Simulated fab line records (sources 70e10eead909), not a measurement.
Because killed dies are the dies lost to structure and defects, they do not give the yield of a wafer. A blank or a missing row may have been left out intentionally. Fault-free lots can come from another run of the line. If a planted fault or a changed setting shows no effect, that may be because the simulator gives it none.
Struck lot and sound lot, side by side | flow nand harc | 23 out of 1159 route steps
Sound: these wafers, L455.1, L455.3, L455.4. The struck wafers were L464.2, L464.3, L464.4. Last of all comes the cause.
Order at every step that has rows: each side's tool, ch and its chambers, its first start. Under that, the readings that differ: sound wafers | struck wafers | difference of the means | sigmas: that difference in standard deviations of wafers without a fault.
alike: readings whose means differ by less than 2 such deviations, and words and numbers that are the same on both sides. not compared: withheld readings, readings that some wafer has no value for, bounds like >300 that may hide the same value, and numbers for which the record gives no deviation and whose values overlap.
The two part at a step that has a row with sigmas, a row that says differs or no value, or rows on one side only. Numbers that don't overlap but have no deviation are shown without sigmas and don't part them. A reading missing from all wafers of one side parts the sides only when that side holds two or more wafers.

NHARC_A_CONTACT_CMP_20: polishes, t overpolish 30 s, target thk 300 nm.
  sound on cmp-04 ch 0,2,3, day 17 11:55; struck on cmp-01 ch 0,1,2, day 20 09:18
  alike: motor current A, overpolish run s, time to endpoint s
after that, 1 step had no rows for these wafers: NHARC_A_CONTACT_SRD_22.
NHARC_A_CONTACT_INSPECT_23:
  sound: defect inspect-02 at day 17 12:19; struck: defect inspect-02 at day 20 09:43
  alike: raw defect count
then, 8 steps without rows for these wafers: NHARC_A_BLC_DEHYDRATE_00 (time 120 s); NHARC_A_BLC_HMDS_01 (time 30 s); NHARC_A_BLC_COAT_02 (time 75 s); NHARC_A_BLC_COAT_03 (time 65 s); NHARC_A_BLC_COAT_04 (resist thk 90 nm); NHARC_A_BLC_SOFTBAKE_05 (time 55 s); NHARC_A_BLC_EBR_06; NHARC_A_BLC_EXPOSE_07 (exposes mask A BLC, target cd 100 nm).
NHARC_A_BLC_PEB_08: peb time 65 s.
  sound on litho track-01 ch 0, day 17 12:44; struck on litho track-01 ch 0, day 20 10:08
  reading                  | sound             | struck            | difference | sigmas
  heater power total W (W) | 156.8 157.2 156.3 | 150.0 149.9 149.7 | -6.9       | -17
  plate temp C (C)         | 99.98 99.86 99.70 | 97.11 97.19 97.06 | -2.73      | -19
then, 1 step without rows for these wafers: NHARC_A_BLC_DEVELOP_09 (develop time 35 s).
NHARC_A_BLC_CD_MEAS_10: the cd target is 100 nm.
  sound on cd sem-01 ch 0, day 17 12:49; struck on cd sem-02 ch 0, day 20 10:13
  reading    | sound            | struck         | difference | sigmas
  cd nm (nm) | 99.8 100.2 100.5 | 89.1 88.8 88.4 | -11.4      | -22
NHARC_A_BLC_OVL_MEAS_11:
  sound: overlay-01 at day 17 12:55; struck: overlay-01 at day 20 10:18
  alike: overlay x nm, overlay y nm
NHARC_A_BLC_INSPECT_12:
  sound: defect inspect-02 at day 17 12:58; struck: defect inspect-02 at day 20 10:20
  alike: raw defect count
NHARC_A_BLC_DESCUM_15: chemistry O2, time 3 s.
  sound on rie diel-10 ch 0,2,3, day 17 13:01; struck on rie diel-03 ch 0,1,3, day 20 10:24
  reading                | sound           | struck            | difference | sigmas
  rf hours counter h (h) | 11 14 11        | 5 6 6             | -6         |
  model.A_BLC.cd nm (nm) | 100.2 100 100.9 | 89.32 88.69 88.37 | -11.57     |
  alike: drypump motor current A, oes product au, rf vpp V, showerhead plenum p Torr, throttle valve pct
NHARC_A_BLC_ETCH_16: etches the open film in CF4, target depth 39 nm, time 65 s.
  sound on rie diel-10 ch 1,2,3, day 17 13:06; struck on rie diel-03 ch 1,2,3, day 20 10:29
  reading                | sound    | struck | difference | sigmas
  rf hours counter h (h) | 11 14 14 | 5 6 6  | -7         |
  alike: drypump motor current A, oes product au, rf vpp V, showerhead plenum p Torr, throttle valve pct
NHARC_A_BLC_ETCH_17: etches the open film in N2/H2, target depth 390 nm, time 609.38 s.
  sound on rie diel-10 ch 0,1,2; struck on rie diel-03 ch 0,1,2
  reading                | sound    | struck | difference | sigmas
  rf hours counter h (h) | 14 14 11 | 6 6 5  | -7         |
  alike: drypump motor current A, oes product au, rf vpp V, showerhead plenum p Torr, throttle valve pct
NHARC_A_BLC_ETCH_18: etches the open film in C4F8/O2/Ar, target depth 910 nm.
  sound on rie diel-10 ch 1,2,3; struck on rie diel-03 ch 1,2,3
  reading                | sound             | struck            | difference | sigmas
  rf hours counter h (h) | 14 14 12          | 7 6 6             | -7         |
  model.A_BLC.cd nm (nm) | 101.4 98.96 102.4 | 89.89 88.19 86.69 | -12.66     |
  alike: oes product au, rf vpp V
NHARC_A_BLC_CD_MEAS_19:
  sound: cd sem-03 at day 17 14:00; struck: cd sem-01 at day 20 11:22
  reading    | sound            | struck         | difference | sigmas
  cd nm (nm) | 101.1 98.9 102.4 | 89.8 88.1 86.7 | -12.6      | -10
NHARC_A_BLC_STRIP_29: strips in CF4.
  sound on rie diel-10 ch 0,1,3, day 17 14:04; struck on rie diel-03 ch 0,1,3, day 20 11:26
  reading                | sound    | struck | difference | sigmas
  rf hours counter h (h) | 12 11 14 | 7 6 6  | -6         |
  alike: drypump motor current A, oes product au, rf vpp V, showerhead plenum p Torr, throttle valve pct
-- the record jumps here: 2 days lie between the struck wafers' starts before and after (it left off in module A_BLC and takes up again in module END, whose first step shown is number 1159 of the route) --
NHARC_END_SORT_01:
  only the struck wafers appear in the record here, on prober-02 ch 0 at day 22 21:40; the sound ones have no rows

== WHERE THEY PART ==
At NHARC_A_BLC_PEB_08 first; at NHARC_END_SORT_01 last (within this record only).

WHY: what had been put in by the simulator
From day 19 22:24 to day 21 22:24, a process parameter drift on litho track-01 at NHARC_A_BLC_PEB_08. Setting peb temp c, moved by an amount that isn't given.
